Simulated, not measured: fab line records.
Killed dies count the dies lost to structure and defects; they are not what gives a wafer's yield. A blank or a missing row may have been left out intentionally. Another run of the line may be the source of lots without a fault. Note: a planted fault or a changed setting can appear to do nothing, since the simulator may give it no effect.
Problem report, 8D (eight disciplines) form, completed by code    flow nand_harc    the parts of the form that need people (team, actions taken, sign-off) are left out

== 1. THE PROBLEM ==
At NHARC_A_ONON_D1_THK_MEAS_11, thk_nm averages 712 nm over 2 wafers from 2 lots, while fault-free wafers read 1002 nm, standard deviation 9.6. Measured from the usual mean, that is -30 standard deviations.
The step: measures by ellipsometry.
First seen on wafer L597.3, day 9 03:19, on film_metro-01. Wafers with a number at this step in the record: 37, from 13 lots. By rule, "out" or "out of limits" means more than 4 standard deviations away from the usual mean. All remaining wafers that have a number are taken as sound.

== 2. WHAT IT IS, WHAT IT ISN'T ==
question                     is                            is not
which readings at this step  thk_nm                        -
which lots                   L597, L600                    L591, L592, L593, L604, L605, L607, L608, L611, L612, L613, L614
which wafers of those lots   L597.3, L600.3                L597.1, L597.5
read on which gauges         film_metro-01, film_metro-02  -
when                         from day 9 03:19              up to then (11 sound wafers); but 24 sound wafers of L604, L605, L607, L608, L611, L612, L613, L614 came after

== 3. WHAT RULES OUT EACH SUSPECT ==
Counting: any tool at a process step up to the reading remains a suspect provided it ran every lot that is out. Sound lots after the first of them don't rule it out here, since some wafers of a struck lot are sound.
- the gauge at NHARC_A_ONON_D1_THK_MEAS_11 has been ruled out. Those wafers that are out were read across 2 gauges (film_metro-01, film_metro-02).
- pecvd_onon-03 at NHARC_A_ONON_D1_DEP_09 (target thk 1000 nm): kept. Every lot that is out went through it, the first being L597 (day 9 02:48); the last sound lot it ran before that was L592 (day 7 22:26).
After counting, what remains is pecvd_onon-03 at NHARC_A_ONON_D1_DEP_09.

== 4. THE CAUSE (what the simulator had put in) ==
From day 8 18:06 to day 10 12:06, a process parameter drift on pecvd_onon-03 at NHARC_A_ONON_D1_DEP_09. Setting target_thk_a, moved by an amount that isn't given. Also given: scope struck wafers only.
This tool alone remained once counting was done.

== 5. THE EFFECT CHAIN, in route order ==
Each row: a reading whose mean over the struck wafers that have a number lies more than 3 standard deviations from the usual. Scope: only readings with a usual standard deviation given in the record; hours: median across lots of the time from each lot's start at the first step in this table that gives one to its start at this step; sigmas: change in usual standard deviations.
hours  step                         reading  usual    on struck wafers  change  sigmas
0      NHARC_A_ONON_D1_THK_MEAS_11  thk_nm   1002 nm  712               -290    -30
At these later measuring or inspecting steps, every struck wafer for which the step has a row has a number for every such reading, and none has moved that far: NHARC_A_ONON_D1_THK_MEAS_27.

== 6. WHAT WOULD HAVE CAUGHT IT SOONER ==
The first out-of-limits reading at a measuring or inspecting step in this record came at day 9 03:19, 9 hours after the fault's start at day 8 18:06.
Among the 2 lots that are out, L600 began NHARC_A_ONON_D1_DEP_09 on pecvd_onon-03 after day 9 03:19. Holding the tool at that time would have saved it.
